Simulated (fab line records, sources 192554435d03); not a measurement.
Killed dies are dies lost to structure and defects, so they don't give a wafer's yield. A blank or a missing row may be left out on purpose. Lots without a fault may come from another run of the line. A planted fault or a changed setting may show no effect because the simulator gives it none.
Split-lot experiment | flow n5_finfet | 7 lots, 39 wafers read, on a route of 1938 steps

THE SPLIT
At N5_BEOL_M10_DESCUM_16 (chemistry O2, time 7.9 s), the setting time_s was moved away from the recipe's 7.9 s on 15 of the 39 wafers read, by -54.7% to +45.2%. The other wafers ran this setting at the recipe's value.

The file shows no step between the split and the reading.

THE READING
CAR-ArF_of_BEOL_M10_COAT_05.thk_nm (the simulator's own value, which no gauge read), in nm, at N5_BEOL_M10_ETCH_61 (etches SiARC in CF4, target depth 39 nm, time 65 s). The file gives no usual value for it. The 24 wafers here that ran the recipe average 55.4 nm, standard deviation 0.22 nm.

wafer  | tool, chamber at the split | time_s as run, s | against the recipe | CAR-ArF_of_BEOL_M10_COAT_05.thk_nm, nm | against lot-mates on the recipe
L080.1 | rie_diel-02, 0,2           | 7.9              | recipe             | 55.2                                   | -
L080.2 | rie_diel-02, 0,2           | 7.9              | recipe             | 55.2                                   | -
L080.3 | rie_diel-02, 1,3,3         | 10.27            | +30.0%             | 54                                     | -1.3
L080.5 | rie_diel-02, 1,3,3         | 10.27            | +30.0%             | 54                                     | -1.3
L080.4 | rie_diel-02, 1,3,3         | 10.27            | +30.0%             | 53.8                                   | -1.5
L080.6 | rie_diel-02, 2             | 7.9              | recipe             | 55.6                                   | -
L081.1 | rie_diel-02, 2             | 6.212            | -21.4%             | 56.4                                   | +1.1
L081.2 | rie_diel-02, 0             | 7.9              | recipe             | 55.6                                   | -
L081.3 | rie_diel-02, 3             | 6.212            | -21.4%             | 56.8                                   | +1.5
L081.5 | rie_diel-02, 2             | 6.212            | -21.4%             | 56.8                                   | +1.5
L081.4 | rie_diel-02, 1,3           | 7.9              | recipe             | 55.2                                   | -
L081.6 | rie_diel-02, 1,3           | 7.9              | recipe             | 55.2                                   | -
L086.1 | rie_diel-06, 0             | 7.9              | recipe             | 55.6                                   | -
L086.5 | rie_diel-06, 3             | 7.9              | recipe             | 55.6                                   | -
L086.2 | rie_diel-06, 3             | 11.47            | +45.2%             | 53.4                                   | -2.1
L086.3 | rie_diel-06, 1             | 7.9              | recipe             | 55.2                                   | -
L086.4 | rie_diel-06, 0             | 11.47            | +45.2%             | 53.2                                   | -2.3
L086.6 | rie_diel-06, 1             | 11.47            | +45.2%             | 52.6                                   | -2.9
L087.1 | rie_diel-05, 3,0           | 7.9              | recipe             | 55.2                                   | -
L087.3 | rie_diel-05, 3,0           | 7.9              | recipe             | 55.2                                   | -
L087.2 | rie_diel-05, 2             | 3.575            | -54.7%             | 58.2                                   | +2.9
L087.6 | rie_diel-05, 1             | 3.575            | -54.7%             | 58.2                                   | +2.9
L087.4 | rie_diel-05, 1             | 3.575            | -54.7%             | 58                                     | +2.7
L087.5 | rie_diel-05, 0             | 7.9              | recipe             | 55.4                                   | -
L093.2 | rie_diel-06, 2             | 7.9              | recipe             | 55.6                                   | -
L093.6 | rie_diel-06, 3,0           | 7.9              | recipe             | 55.6                                   | -
L093.4 | rie_diel-06, 3,0           | 7.9              | recipe             | 55.8                                   | -
L092.1 | rie_diel-02, 2             | 7.9              | recipe             | 55.6                                   | -
L092.6 | rie_diel-02, 2             | 7.9              | recipe             | 55.6                                   | -
L092.2 | rie_diel-02, 1             | 4.443            | -43.8%             | 57.4                                   | +1.9
L092.3 | rie_diel-02, 3             | 7.9              | recipe             | 55.2                                   | -
L092.4 | rie_diel-02, 0,1           | 4.443            | -43.8%             | 57.6                                   | +2.1
L092.5 | rie_diel-02, 0,1           | 4.443            | -43.8%             | 57.6                                   | +2.1
L097.1 | rie_diel-06, 1             | 7.9              | recipe             | 55.2                                   | -
L097.2 | rie_diel-06, 3,2,0         | 7.9              | recipe             | 55.8                                   | -
L097.4 | rie_diel-06, 3,2,0         | 7.9              | recipe             | 55.8                                   | -
L097.3 | rie_diel-06, 0             | 7.9              | recipe             | 55.4                                   | -
L097.5 | rie_diel-06, 3             | 7.9              | recipe             | 55.4                                   | -
L097.6 | rie_diel-06, 3,2,0         | 7.9              | recipe             | 55.6                                   | -
Where a row lists several chambers, the file gives one row for several wafers and doesn't say which wafer went through which chamber.

THE FIT
A straight line over all 39 wafers: CAR-ArF_of_BEOL_M10_COAT_05.thk_nm changes by -0.0503 nm for each +1% of time_s; r = -0.99; the points scatter about the line by 0.22 nm.
The same after taking each lot's own level away (the mean of its wafers on the recipe; 39 wafers): -0.0512 nm for each +1%; r = -0.99; scatter 0.21 nm.
On that fit, the largest move of time_s shifts the reading by 2.8 nm.
The lots' own levels span 55.27 to 55.67 nm, that is 1.8 times the standard deviation above.
So the lot-to-lot level changes the slope little: the two slopes agree.
Check: with one of the wafers moved furthest among these (-54.7%) left out of the fit, the line predicts +2.8 nm for it against its lot-mates. It came out at +2.93 nm against them.

OTHER SPLITS ON THESE WAFERS
These wafers also went through other splits before the reading. Each is held against what the fit with the lots' levels taken away leaves over:
other split on the same wafers    | wafers away from the commonest value | r with CAR-ArF_of_BEOL_M10_COAT_05.thk_nm (lot level and that fit taken away)
N5_BEOL_M7_HM_DEP_02 target_thk_a | 18                                   | -0.20
N5_BEOL_M8_TRENCH_ETCH_37 time_s  | 15                                   | +0.32

THE WHOLE CHAIN: every reading that the file lists as answering this split, in the file's order
step                  | what it does                                       | reading                                                                             | change (the file's fit)                | r (the file's)
N5_BEOL_M10_DESCUM_16 | chemistry O2, time 7.9 s                           | CAR-ArF_of_BEOL_M10_COAT_05.thk_nm (the simulator's own value, which no gauge read) | -0.0519 nm for each +1% of the setting | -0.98
N5_BEOL_M10_ETCH_61   | etches SiARC in CF4, target depth 39 nm, time 65 s | CAR-ArF_of_BEOL_M10_COAT_05.thk_nm (the simulator's own value, which no gauge read) | -0.0513 nm for each +1% of the setting | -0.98

THE FILE'S OWN FIT
CAR-ArF_of_BEOL_M10_COAT_05.thk_nm changes by -0.0513 nm for each +1% of time_s, r = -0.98.
